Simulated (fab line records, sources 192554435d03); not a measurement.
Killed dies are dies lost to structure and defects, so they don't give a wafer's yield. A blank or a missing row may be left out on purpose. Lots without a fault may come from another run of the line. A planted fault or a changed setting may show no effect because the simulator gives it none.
Split-lot experiment | flow n5_finfet | 7 lots, 21 wafers read, on a route of 1938 steps

THE SPLIT
At N5_BEOL_M9_HM_DEP_02 (deposits TiN, target thk 20 nm), the setting target_thk_a was moved away from the recipe's 200 angstrom on 8 of the 21 wafers read, by -11.3% to +4.0%. The other wafers ran this setting at the recipe's value.

FROM THE SPLIT TO THE READING: what the file shows between them, 4 steps
- N5_BEOL_M9_COAT_59: time 60 s, resist thk 100 nm
- N5_BEOL_M9_COAT_60: time 60 s, resist thk 30 nm
- N5_BEOL_M9_STRIP_68: strips in N2/H2
- N5_BEOL_M9_STRIP_67: strips in CF4

THE READING
etch.depth_nm (the simulator's own value, which no gauge read), in nm, at N5_BEOL_M9_HM_OPEN_17 (chemistry Cl2/BCl3, target TiN, target depth 20 nm, overetch 6 nm). The file gives no usual value for it. The 13 wafers here that ran the recipe average 20.14 nm, standard deviation 0.32 nm.

wafer  | tool, chamber at the split | target_thk_a as run, angstrom | against the recipe | etch.depth_nm, nm | against lot-mates on the recipe
L075.3 | pvd_sputter-03, -          | 200                           | recipe             | 20.25             | -
L075.5 | pvd_sputter-03, -          | 200                           | recipe             | 20.04             | -
L075.6 | pvd_sputter-03, -          | 200                           | recipe             | 19.9              | -
L080.1 | pvd_sputter-01, -          | 200                           | recipe             | 20.18             | -
L080.2 | pvd_sputter-01, -          | 177.4                         | -11.3%             | 18.13             | -2.36
L080.4 | pvd_sputter-01, -          | 200                           | recipe             | 20.79             | -
L081.1 | pvd_sputter-03, -          | 200                           | recipe             | 20.21             | -
L081.4 | pvd_sputter-03, -          | 207.4                         | +3.7%              | 20.84             | +0.58
L081.6 | pvd_sputter-03, -          | 200                           | recipe             | 20.3              | -
L087.1 | pvd_sputter-01, -          | 200                           | recipe             | 20.47             | -
L087.3 | pvd_sputter-01, -          | 200                           | recipe             | 20.54             | -
L087.4 | pvd_sputter-01, -          | 208                           | +4.0%              | 21.57             | +1.07
L089.2 | pvd_sputter-01, -          | 178.8                         | -10.6%             | 18.41             | no lot-mate on the recipe
L089.4 | pvd_sputter-01, -          | 178.8                         | -10.6%             | 18.22             | no lot-mate on the recipe
L089.5 | pvd_sputter-01, -          | 178.8                         | -10.6%             | 18.51             | no lot-mate on the recipe
L090.1 | pvd_sputter-03, -          | 200                           | recipe             | 19.99             | -
L090.2 | pvd_sputter-03, -          | 200                           | recipe             | 19.77             | -
L090.5 | pvd_sputter-03, -          | 200                           | recipe             | 19.73             | -
L094.1 | pvd_sputter-02, -          | 185.4                         | -7.3%              | 18.39             | -1.29
L094.5 | pvd_sputter-02, -          | 185.4                         | -7.3%              | 18.37             | -1.31
L094.6 | pvd_sputter-02, -          | 200                           | recipe             | 19.68             | -

THE FIT
A straight line over all 21 wafers: etch.depth_nm changes by +0.191 nm for each +1% of target_thk_a; r = +0.94; the points scatter about the line by 0.35 nm.
The same after taking each lot's own level away (the mean of its wafers on the recipe; 18 wafers): +0.198 nm for each +1%; r = +0.98; scatter 0.17 nm.
On that fit, the largest move of target_thk_a shifts the reading by 2.2 nm.
The lots' own levels span 19.680 to 20.505 nm, that is 2.6 times the standard deviation above.
So the lot-to-lot level changes the slope little: the two slopes agree.
Check: with one of the wafers moved furthest among these (-11.3%) left out of the fit, the line predicts -2.1 nm for it against its lot-mates. It came out at -2.36 nm against them.

THE WHOLE CHAIN: every reading that the file lists as answering this split, in the file's order
step                  | what it does                                                      | reading                                                                          | change (the file's fit)               | r (the file's)
N5_BEOL_M9_HM_DEP_02  | deposits TiN, target thk 20 nm                                    | TiN_of_BEOL_M9_HM_DEP_02.thk_nm (the simulator's own value, which no gauge read) | +0.196 nm for each +1% of the setting | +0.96
N5_BEOL_M9_HM_OPEN_17 | chemistry Cl2/BCl3, target TiN, target depth 20 nm, overetch 6 nm | etch.depth_nm (the simulator's own value, which no gauge read)                   | +0.201 nm for each +1% of the setting | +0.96

THE FILE'S OWN FIT
etch.depth_nm changes by +0.201 nm for each +1% of target_thk_a, r = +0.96.
